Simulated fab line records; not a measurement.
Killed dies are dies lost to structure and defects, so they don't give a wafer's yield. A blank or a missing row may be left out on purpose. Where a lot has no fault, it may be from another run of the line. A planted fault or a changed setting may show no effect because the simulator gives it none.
Struck lot and sound lot, side by side -- flow n5 finfet -- 38 out of 1938 route steps
Sound: these wafers, L956.1, L956.2, L956.5. Struck: wafers L958.1, L958.6. (L958.2 of the same lot was not struck and is left out.) The cause comes at the end.
Each step with rows lists, per side, the tool, then ch with its chambers, then its first start. Under that, the readings that differ: sound wafers -- struck wafers -- difference of the means -- sigmas: that difference in standard deviations of wafers without a fault.
alike: readings with means less than 2 such deviations apart, plus words and numbers identical on both sides. not compared: withheld readings, readings lacking a value on some wafer, bounds such as >300 that could conceal the same value, and numbers that have no deviation in the record and whose values overlap.
The two part at a step that has a row with sigmas, a row that says differs or no value, or rows on one side only. Numbers that don't overlap but have no deviation are shown without sigmas and don't part them. A reading that every wafer of one side lacks parts them only if that side has two wafers or more.

first, 9 steps without rows for these wafers: N5_MOL_CONTACT_COAG_CVD_140 (deposits W, target thk 66.5 nm, time 215 s); N5_MOL_CONTACT_COAG_PRECLEAN_127 (cleans in DIW, time 57.5 s); N5_MOL_CONTACT_COAG_SRD_128 (dry time 32 s); N5_MOL_CONTACT_COAG_CMP_52 (polishes, stops on SiO2, t overpolish 1.5 s, target thk 66.5 nm); N5_MOL_CONTACT_COAG_ANNEAL_112 (time 1800 s); N5_BEOL_M0_SAQP_PECVD_00 (deposits SiCN from 3MS/NH3, target thk 8 nm, time 14 s); N5_BEOL_M0_SAQP_ILD_DEP_01 (deposits SiOC from DEMS/O2, target thk 45.419 nm, time 8.7 s); N5_BEOL_M0_SAQP_HM_DEP_02 (deposits TiN, target thk 12 nm); N5_BEOL_M0_SAQP_PECVD_03 (deposits SiCN from 3MS/NH3, target thk 12 nm, time 21.1 s).
N5_BEOL_M0_SAQP_PECVD_96: deposits a-Si from SiH4/He, target thk 45 nm, time 45.2 s.
  sound on pecvd-04 ch 0,1,2, day 9 00:34; struck on pecvd-04 ch 0, day 9 16:37
  alike: chamber pressure Torr, heater power w, showerhead plenum p Torr, showerhead vpp V, throttle valve pct
then, 25 steps without rows for these wafers: N5_BEOL_M0_SAQP_PECVD_97 (deposits SiNx from SiH4/NH3/N2, target thk 23 nm, time 19.9 s); N5_BEOL_M0_SAQP_PECVD_04 (deposits a-Si from SiH4/He, target thk 60 nm, time 60.2 s); N5_BEOL_M0_SAQP_HM_DEP_111 (deposits SiO2 from SiH4/N2O, target thk 12 nm, time 7.2 s); N5_BEOL_M0_SAQP_COAT_81 (time 60 s, resist thk 100 nm); N5_BEOL_M0_SAQP_COAT_82 (time 60 s, resist thk 30 nm); N5_BEOL_M0_SAQP_COAT_08 (resist thk 90 nm); N5_BEOL_M0_SAQP_EBR_10; N5_BEOL_M0_SAQP_SOFTBAKE_09 (time 60 s); N5_BEOL_M0_SAQP_EXPOSE_11 (exposes mask M0 CORE, target cd 42 nm); N5_BEOL_M0_SAQP_PEB_12 (peb time 60 s); N5_BEOL_M0_SAQP_DEVELOP_13 (develop time 30 s); N5_BEOL_M0_SAQP_DESCUM_19 (chemistry O2, time 7.9 s); N5_BEOL_M0_SAQP_ETCH_83 (etches SiARC in CF4, target depth 39 nm, time 65 s); N5_BEOL_M0_SAQP_ETCH_84 (etches SOC in N2/H2, target depth 100 nm, overetch 20 nm, time 150 s); N5_BEOL_M0_SAQP_STRIP_80 (strips in N2/H2); N5_BEOL_M0_SAQP_HM_OPEN_112 (chemistry CHF3/O2, target SiO2, stops on a-Si, target depth 12 nm, time 13.5 s); N5_BEOL_M0_SAQP_STRIP_113 (strips in CHF3/O2); N5_BEOL_M0_SAQP_MANDREL_ETCH_20 (etches a-Si in HBr/Cl2, stops on SiNx, target depth 60 nm, bt time 10 s, time 30 s); N5_BEOL_M0_SAQP_STRIP_86 (strips in N2/H2); N5_BEOL_M0_SAQP_STRIP_115 (strips in post etch residue remover, time 60 s); N5_BEOL_M0_SAQP_SRD_93 (time 30 s); N5_BEOL_M0_SAQP_RECESS_114 (chemistry HF/NH3, target SiO2, target depth 14.4 nm, afs cycles 3, sublimation time 60 s); N5_BEOL_M0_SAQP_SPACER1_ALD_98 (deposits SiO2, target thk 12.8 nm, pulse time 1 s, purge time 2 s); N5_BEOL_M0_SAQP_SPACER1_ETCHBACK_99 (etches SiO2 in CHF3/O2, target depth 15.4 nm, time 7.7 s); N5_BEOL_M0_SAQP_MANDREL1_REMOVE_100 (chemistry HBr/Cl2/O2, target a-Si, stops on SiNx, bt time 10 s).
N5_BEOL_M0_SAQP_MANDREL_ETCH_103: etches a-Si in HBr/Cl2, stops on SiCN, target depth 45 nm, bt time 10 s, time 27 s.
  sound on rie si-05 ch 0,3, day 9 03:44; struck on rie si-04 ch 0,1, day 9 19:28
reading,sound,struck,difference,sigmas
oes product au (a.u.),0.672 0.650 0.664,0.613 0.628,-0.041,-3
  alike: drypump motor current A, he backside leak sccm, throttle valve pct
  not compared: rf hours counter h
-- a jump in the record: the struck wafers' starts before and after are 2 days apart (it breaks off in module BEOL_M0_SAQP and resumes in module BEOL_M4, where the first step shown is number 1111 of the route) --
N5_BEOL_M4_RC_MEAS_101:
  sound on prober-01 ch 0, day 11 14:19; struck on prober-01 ch 0, day 11 23:38
reading,sound,struck,difference,sigmas
IOFF_N (nA/um),0.13 0.17 0.19,0.22 0.30,+0.10,+3
VT_N (mV),254 252 249,244 243,-8,-2
  alike: DIBL_N, DIBL_P, IOFF_P, ION_N, ION_P, SS_N, SS_P, VT_P
-- here the record skips 5 days between the struck wafers' starts before and after, leaving off in module BEOL_M4 and picking up in module PASSIVATION (first step shown: number 1936 of the route) --
N5_PASSIVATION_PROBE_49:
  struck on prober-02, day 16 12:01; sound on prober-01, day 15 14:20
reading,sound,struck,difference,sigmas
killed on rim,9 11 17,20 24,+10,+3
sort_bin_4_leakage (%),0 0 0,0 0.85,+0,+3
  alike: defect limited yield, killed_at_M0_to_M3, killed_at_M4_up, killed at contacts, killed at front end, killed at other, killed dies, killed open, killed short, sort_bin_5_function, sort_bin_6_memory, sort n pass, sort yield pct

## WHERE THEY PART
First at N5_BEOL_M0_SAQP_MANDREL_ETCH_103; last, within this record, at N5_PASSIVATION_PROBE_49.

WHY: what had been put in by the simulator
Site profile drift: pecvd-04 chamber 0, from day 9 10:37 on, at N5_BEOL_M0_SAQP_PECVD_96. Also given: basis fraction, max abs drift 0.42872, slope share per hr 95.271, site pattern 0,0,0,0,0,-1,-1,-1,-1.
